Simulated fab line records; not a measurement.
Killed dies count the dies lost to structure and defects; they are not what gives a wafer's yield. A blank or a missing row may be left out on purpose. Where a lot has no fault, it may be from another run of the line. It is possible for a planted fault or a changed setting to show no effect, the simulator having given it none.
fab line records | flow nand-harc | part 2 of 2: steps 5 to 6 of 6
record lots=23 | wafers=69 | last-day=24
route steps=1159 shown A_SLIT@780 A_CONTACT@956 A_BLC@979 A_M1@1040 A_BONDPAD@1080
lots that met no fault: taken from a fault-free run of the same line
start-h: the number of hours between the record's first day and the start of the first shown wafer of the lot | wait-h: hours since the lot's step before | " as in the row above | L1.1+2: several wafers, shown together as one row | - either no value or no given start | * or withheld: withheld | < > ~ a bound
route shown NAME@n: names a module that has steps shown in the file, with the first one's number in the route | usual: mean/standard deviation taken from wafers without a fault | same: alike in all rows | chamber/n: place in a boat | sites: per-site readings | _std_site: their standard deviation | _edge_site: the outer-site mean with the inner-site mean subtracted | radius-mm: for every site, how far away it sits from the centre of the wafer | mask NAME#n: copy n | behind: tool/chamber where the wafer was last shaped | hold: reason for holding the lot/hours on hold/outcome of the hold | device: which transistor (n, p or np) failed to switch | end of line: at the end of the route, the tests of the same wafers | for a step that has no rows: nothing shown but its recipe | killed: not the wafer's yield, but the dies lost to structure and defects at the first sort | map: a wafer's dies, marking killed ones x, the rest . and places with no die _
set.NAME: the setting the step ran with; set.NAME@STEP: the setting that earlier step ran with | model.NAME: the simulator's own value behind a step, which no gauge read
one table for each step of the route and one row for each wafer, over a sample of lots
services: the hour from which a tool's chamber was out of use, counted from the record's first day as start-h (under 0 if before that day), plus the number of hours and why
## steps
# step NHARC_A_M1_ANNEAL_31
# recipe temp-c=225 | time-s=90
# usual anneal-temp-c=225.00/0.17 | wafer_temp_C_max=226.1/0.54
lot.wafer | tool          | chamber | start-h | wait-h | anneal-temp-c | wafer_temp_C_max
L076.2    | rtp-anneal-01 | 0       | 408.02  | 0.4    | 225.03        | 226.6
L076.5    | "             | 0       | "       | "      | 225.05        | 226.6
L076.6    | "             | 0       | "       | "      | 225.03        | 226.3
L075.3    | rtp-anneal-02 | 0       | 408.43  | -      | 225.17        | 225.7
L075.4    | "             | 0       | "       | "      | 225.08        | 225.5
L075.5    | "             | 0       | "       | "      | 225.08        | 225.3
L074.2    | rtp-anneal-02 | 0       | 411.19  | 0.3    | 225.00        | 225.8
L074.3    | "             | 0       | "       | "      | 224.90        | 225.7
L074.6    | "             | 0       | "       | "      | 224.82        | 226.0
L079.2    | rtp-anneal-02 | 0       | 414.02  | 0.7    | 225.10        | 226.0
L079.3    | "             | 0       | "       | "      | 224.97        | 225.8
L079.6    | "             | 0       | "       | "      | 224.71        | 225.9
L078.3    | rtp-anneal-02 | 0       | 417.07  | 0.3    | 225.08        | 225.4
L078.4    | "             | 0       | "       | "      | 225.17        | 225.6
L078.5    | "             | 0       | "       | "      | 225.20        | 225.7
L080.1    | rtp-anneal-01 | 0       | 424.81  | 0.3    | 224.83        | 226.6
L080.5    | "             | 0       | "       | "      | 224.69        | 226.5
L080.6    | "             | 0       | "       | "      | 225.06        | 226.3
L077.3    | rtp-anneal-02 | 0       | 429.53  | 0.3    | 224.73        | 226.1
L077.5    | "             | 0       | "       | "      | 224.80        | 225.7
L077.6    | "             | 0       | "       | "      | 224.95        | 226.0
L081.1    | rtp-anneal-02 | 0       | 439.02  | 0.3    | 224.99        | 225.9
L081.2    | "             | 0       | "       | "      | 225.12        | 225.9
L081.6    | "             | 0       | "       | "      | 225.15        | 226.1
L082.2    | rtp-anneal-02 | 0       | 453.14  | -      | 224.78        | 225.6
L082.4    | "             | 0       | "       | "      | 224.87        | 226.0
L082.6    | "             | 0       | "       | "      | 224.89        | 225.8
L083.2    | rtp-anneal-02 | 0       | 454.60  | 0.5    | 224.96        | 225.4
L083.3    | "             | 0       | "       | "      | 224.96        | 225.7
L083.4    | "             | 0       | "       | "      | 225.04        | 225.6
L084.1    | rtp-anneal-01 | 0       | 462.63  | -      | 225.23        | 226.8
L084.5    | "             | 0       | "       | "      | 225.20        | 226.5
L084.6    | "             | 0       | "       | "      | 225.36        | 226.8
L085.1    | rtp-anneal-02 | 0       | 477.91  | 0.3    | 224.85        | 225.7
L085.5    | "             | 0       | "       | "      | 224.87        | 225.4
L085.6    | "             | 0       | "       | "      | 224.89        | 225.6
L086.2    | rtp-anneal-02 | 0       | 478.93  | -      | 224.76        | 225.6
L086.3    | "             | 0       | "       | "      | 224.72        | 225.9
L086.5    | "             | 0       | "       | "      | 224.60        | 225.5
L087.2    | rtp-anneal-02 | 0       | 486.19  | -      | 224.86        | 225.7
L087.3    | "             | 0       | "       | "      | 225.26        | 225.6
L087.5    | "             | 0       | "       | "      | 225.10        | 226.2
L091.1    | rtp-anneal-01 | 0       | 500.21  | 0.4    | 224.83        | 226.8
L091.5    | "             | 0       | "       | "      | 225.17        | 226.5
L091.6    | "             | 0       | "       | "      | 224.89        | 227.4
L090.1    | rtp-anneal-01 | 0       | 501.10  | 0.3    | 225.00        | 226.9
L090.3    | "             | 0       | "       | "      | 224.95        | 226.3
L090.5    | "             | 0       | "       | "      | 225.18        | 226.1
L089.2    | rtp-anneal-01 | 0       | 501.81  | -      | 225.09        | 226.8
L089.3    | "             | 0       | "       | "      | 225.03        | 227.0
L089.5    | "             | 0       | "       | "      | 225.27        | 227.6
L088.2    | rtp-anneal-02 | 0       | 505.62  | 0.5    | 225.21        | 225.9
L088.4    | "             | 0       | "       | "      | 225.15        | 225.8
L088.5    | "             | 0       | "       | "      | 225.00        | 225.7
L094.1    | rtp-anneal-02 | 0       | 521.38  | 0.3    | 224.97        | 226.2
L094.3    | "             | 0       | "       | "      | 225.14        | 225.8
L094.5    | "             | 0       | "       | "      | 225.02        | 225.8
L092.1    | rtp-anneal-01 | 0       | 521.55  | -      | 224.93        | 226.4
L092.4    | "             | 0       | "       | "      | 224.72        | 226.9
L092.6    | "             | 0       | "       | "      | 224.86        | 226.6
L096.1    | rtp-anneal-02 | 0       | 521.72  | 0.4    | 225.01        | 225.7
L096.2    | "             | 0       | "       | "      | 225.22        | 225.7
L096.3    | "             | 0       | "       | "      | 224.80        | 225.3
L095.3    | rtp-anneal-01 | 0       | 524.54  | -      | 225.14        | 226.6
L095.5    | "             | 0       | "       | "      | 225.19        | 226.2
L095.6    | "             | 0       | "       | "      | 224.98        | 226.1
L097.2    | rtp-anneal-02 | 0       | 548.09  | 0.4    | 224.72        | 226.0
L097.3    | "             | 0       | "       | "      | 225.07        | 226.0
L097.5    | "             | 0       | "       | "      | 224.91        | 225.6
# step NHARC_A_BONDPAD_ETCH_24
# recipe target-depth-a=300 | over-etch-frac=0.3 | time-s=72.99 | ion-energy-ev=150 | cf4-flow-sccm=50 | n2-flow-sccm=100 | ar-flow-sccm=150 | rf-w=300 | bias-w=100 | chemistry=CF4/N2
# usual drypump-motor-current-A=6.0/0.45 | oes-product-au=0.998/0.0074 | rf-vpp-V=314.5/2.1 | showerhead-plenum-p-Torr=2.65/0.12 | throttle-valve-pct=19.794/0.0091
lot.wafer | tool        | chamber | start-h | wait-h | drypump-motor-current-A | oes-product-au | rf-hours-counter-h | rf-vpp-V | showerhead-plenum-p-Torr | throttle-valve-pct
L076.2    | rie-diel-01 | 1       | -       | -      | 5.7                     | 1.013          | 37                 | 315.0    | 2.64                     | 19.789
L076.6    | "           | 2       | "       | "      | 6.6                     | 0.999          | -                  | 312.1    | 2.60                     | 19.787
L076.5    | "           | 3       | "       | "      | 6.3                     | 1.004          | -                  | 316.7    | 2.73                     | 19.790
L075.4    | rie-diel-07 | 2       | -       | -      | 5.8                     | 1.005          | 6                  | 317.9    | 2.81                     | 19.805
L075.3    | "           | 3       | "       | "      | 6.3                     | 0.999          | 6                  | 315.3    | 2.67                     | 19.803
L075.5    | "           | 2       | "       | "      | 5.8                     | 1.009          | -                  | 317.6    | 2.81                     | 19.801
L074.2    | rie-diel-07 | 3       | -       | -      | 6.3                     | 1.006          | 6                  | 316.7    | 2.67                     | 19.796
L074.3    | "           | 0       | "       | "      | 5.4                     | 0.994          | 6                  | 312.6    | 2.47                     | 19.798
L074.6    | "           | 2       | "       | "      | 5.8                     | 1.002          | -                  | 316.2    | 2.81                     | 19.785
L079.2    | rie-diel-11 | 0       | -       | -      | 5.6                     | 0.989          | 11                 | 315.2    | 2.75                     | 19.799
L079.3    | "           | 3       | "       | "      | 5.8                     | 0.985          | 10                 | 315.4    | 2.65                     | 19.787
L079.6    | "           | 1       | "       | "      | 5.6                     | 0.995          | -                  | 317.1    | 2.78                     | 19.818
L078.3    | rie-diel-01 | 1       | -       | -      | 5.6                     | 1.017          | 40                 | 313.5    | 2.64                     | 19.778
L078.4    | "           | 2       | "       | "      | 6.6                     | 0.999          | 40                 | 314.2    | 2.60                     | 19.792
L078.5    | "           | 1       | "       | "      | 5.7                     | 1.017          | -                  | 314.7    | 2.64                     | 19.786
L080.1    | rie-diel-01 | 3       | -       | -      | 6.2                     | 1.005          | 44                 | 314.8    | 2.72                     | 19.789
L080.5    | "           | 3       | "       | "      | 6.2                     | 1.009          | -                  | 315.7    | 2.72                     | 19.797
L080.6    | "           | 0       | "       | "      | 6.3                     | 0.994          | -                  | 311.7    | 2.43                     | 19.797
L077.3    | rie-diel-07 | 0       | -       | -      | 5.4                     | 0.998          | 0                  | 310.7    | 2.47                     | 19.808
L077.5    | "           | 1       | "       | "      | 6.6                     | 0.990          | -                  | 315.0    | 2.67                     | 19.804
L077.6    | "           | 2       | "       | "      | 5.8                     | 0.994          | -                  | 316.0    | 2.81                     | 19.797
L081.2    | rie-diel-11 | 3       | 442.61  | 0.1    | 5.8                     | 0.995          | 14                 | 314.5    | 2.65                     | 19.797
L081.1    | "           | 1       | "       | "      | 5.5                     | 1.004          | 14                 | 316.0    | 2.77                     | 19.785
L081.6    | "           | 2       | "       | "      | 5.8                     | 1.006          | -                  | 311.9    | 2.48                     | 19.795
L082.2    | rie-diel-11 | 2       | 456.62  | 0.2    | 5.8                     | 1.010          | 17                 | 311.0    | 2.48                     | 19.794
L082.4    | "           | 3       | "       | "      | 5.8                     | 1.007          | -                  | 315.4    | 2.65                     | 19.792
L082.6    | "           | 0       | "       | "      | 5.6                     | 1.005          | -                  | 314.7    | 2.75                     | 19.791
L083.2    | rie-diel-11 | 0       | -       | -      | 5.6                     | 1.000          | 17                 | 316.4    | 2.75                     | 19.777
L083.3    | "           | 1       | "       | "      | 5.6                     | 0.996          | 16                 | 314.5    | 2.77                     | 19.782
L083.4    | "           | 3       | "       | "      | 5.8                     | 0.991          | 17                 | 315.5    | 2.65                     | 19.795
L084.1    | rie-diel-07 | 0       | -       | -      | 5.4                     | 0.987          | 1                  | 311.9    | 2.47                     | 19.795
L084.6    | "           | 0       | "       | "      | 5.4                     | 0.987          | -                  | 312.0    | 2.47                     | 19.800
L084.5    | "           | 1       | "       | "      | 6.7                     | 0.984          | -                  | 316.1    | 2.67                     | 19.813
L085.1    | rie-diel-07 | 2       | -       | -      | 5.8                     | 0.994          | 2                  | 317.2    | 2.81                     | 19.783
L085.5    | "           | 1       | "       | "      | 6.6                     | 0.989          | -                  | 314.9    | 2.67                     | 19.796
L085.6    | "           | 2       | "       | "      | 5.8                     | 0.991          | -                  | 317.2    | 2.81                     | 19.792
L086.2    | rie-diel-07 | 3       | -       | -      | 6.3                     | 1.000          | 2                  | 314.9    | 2.67                     | 19.790
L086.3    | "           | 2       | "       | "      | 5.8                     | 1.000          | 2                  | 315.5    | 2.81                     | 19.796
L086.5    | "           | 3       | "       | "      | 6.3                     | 0.994          | -                  | 313.6    | 2.67                     | 19.786
L087.3    | rie-diel-07 | 2       | -       | -      | 5.8                     | 1.010          | 2                  | 317.5    | 2.81                     | 19.790
L087.2    | "           | 0       | "       | "      | 5.4                     | 1.001          | 2                  | 311.7    | 2.47                     | 19.792
L087.5    | "           | 1       | "       | "      | 6.7                     | 0.994          | -                  | 314.1    | 2.67                     | 19.795
L091.1    | rie-diel-07 | 1       | -       | -      | 6.7                     | 0.996          | 2                  | 315.0    | 2.67                     | 19.785
L091.5    | "           | 0       | "       | "      | 5.4                     | 0.997          | -                  | 311.4    | 2.47                     | 19.786
L091.6    | "           | 1       | "       | "      | 6.7                     | 0.999          | -                  | 315.0    | 2.67                     | 19.795
L090.3    | rie-diel-11 | 3       | 505.20  | 0.2    | 5.8                     | 1.011          | 27                 | 313.2    | 2.64                     | 19.777
L090.1    | "           | 2       | "       | "      | 5.8                     | 1.016          | 25                 | 312.1    | 2.47                     | 19.785
L090.5    | "           | 1       | "       | "      | 5.6                     | 1.000          | -                  | 316.9    | 2.77                     | 19.794
L089.2    | rie-diel-07 | 1       | -       | -      | 6.7                     | 0.986          | 2                  | 315.7    | 2.67                     | 19.802
L089.3    | "           | 3       | "       | "      | 6.3                     | 0.999          | 3                  | 314.2    | 2.67                     | 19.809
L089.5    | "           | 1       | "       | "      | 6.7                     | 0.988          | -                  | 316.8    | 2.67                     | 19.784
L088.2    | rie-diel-07 | 1       | -       | -      | 6.7                     | 0.989          | 3                  | 313.9    | 2.67                     | 19.795
L088.4    | "           | 2       | "       | "      | 5.8                     | 0.993          | 3                  | 316.7    | 2.81                     | 19.794
L088.5    | "           | 1       | "       | "      | 6.7                     | 0.987          | -                  | 313.5    | 2.67                     | 19.787
L092.1    | rie-diel-07 | 0       | -       | -      | 5.4                     | 0.992          | 3                  | 311.1    | 2.47                     | 19.807
L092.4    | "           | 1       | "       | "      | 6.6                     | 0.992          | 3                  | 314.9    | 2.67                     | 19.811
L092.6    | "           | 3       | "       | "      | 6.3                     | 0.990          | -                  | 314.1    | 2.66                     | 19.799
L094.1    | rie-diel-01 | 1       | -       | -      | 5.7                     | 1.002          | 10                 | 314.4    | 2.62                     | 19.797
L094.3    | "           | 3       | "       | "      | 6.3                     | 0.998          | 11                 | 315.1    | 2.71                     | 19.789
L094.5    | "           | 1       | "       | "      | 5.7                     | 1.000          | -                  | 312.5    | 2.62                     | 19.802
L096.3    | rie-diel-07 | 3       | -       | -      | 6.3                     | 1.000          | 4                  | 314.7    | 2.66                     | 19.797
L096.2    | "           | 0       | "       | "      | 5.4                     | 0.996          | 3                  | 313.0    | 2.47                     | 19.813
L096.1    | "           | 1       | "       | "      | 6.7                     | 0.992          | 3                  | 315.7    | 2.67                     | 19.794
L095.3    | rie-diel-07 | 2       | -       | -      | 5.8                     | 0.999          | 4                  | 318.5    | 2.81                     | 19.811
L095.6    | "           | 3       | "       | "      | 6.3                     | 1.008          | -                  | 313.7    | 2.66                     | 19.797
L095.5    | "           | 0       | "       | "      | 5.4                     | 0.996          | -                  | 313.1    | 2.47                     | 19.793
L097.2    | rie-diel-07 | 0       | -       | -      | 5.4                     | 0.986          | 4                  | 311.3    | 2.47                     | 19.792
L097.3    | "           | 3       | "       | "      | 6.3                     | 1.001          | 5                  | 315.3    | 2.66                     | 19.806
L097.5    | "           | 1       | "       | "      | 6.7                     | 0.990          | -                  | 316.0    | 2.67                     | 19.805
## services
tool          | chamber | start-h | hours | kind
rtp-anneal-02 | -       | 300.00  | 12.0  | pm
rie-diel-11   | -       | 301.23  | 0.3   | repair
rie-diel-08   | -       | 301.80  | 9.0   | pm
rie-diel-01   | -       | 314.99  | 9.0   | pm
rie-diel-08   | -       | 359.83  | 0.8   | repair
rie-diel-11   | -       | 366.53  | 9.0   | pm
rie-diel-01   | -       | 370.63  | 0.4   | repair
rie-diel-03   | 0       | 373.75  | 1.7   | repair
rie-diel-03   | -       | 392.52  | 9.0   | pm
rie-diel-08   | 0       | 396.60  | 7.9   | repair
rie-diel-07   | -       | 416.89  | 9.0   | pm
rie-diel-08   | -       | 433.93  | 0.1   | repair
rie-diel-07   | 1       | 434.35  | 2.5   | repair
rie-diel-01   | -       | 437.94  | 0.2   | repair
rie-diel-11   | 0       | 441.10  | 3.3   | repair
rie-diel-07   | 0       | 446.39  | 13.2  | repair
rie-diel-08   | 0       | 449.12  | 10.8  | repair
rie-diel-11   | 1       | 454.41  | 2.5   | repair
rie-diel-03   | 2       | 471.40  | 2.2   | repair
rie-diel-08   | -       | 478.80  | 9.0   | pm
rie-diel-01   | 0       | 490.11  | 22.5  | repair
rie-diel-01   | -       | 491.99  | 9.0   | pm
rie-diel-11   | 0       | 500.70  | 10.5  | repair
rie-diel-11   | -       | 543.53  | 9.0   | pm
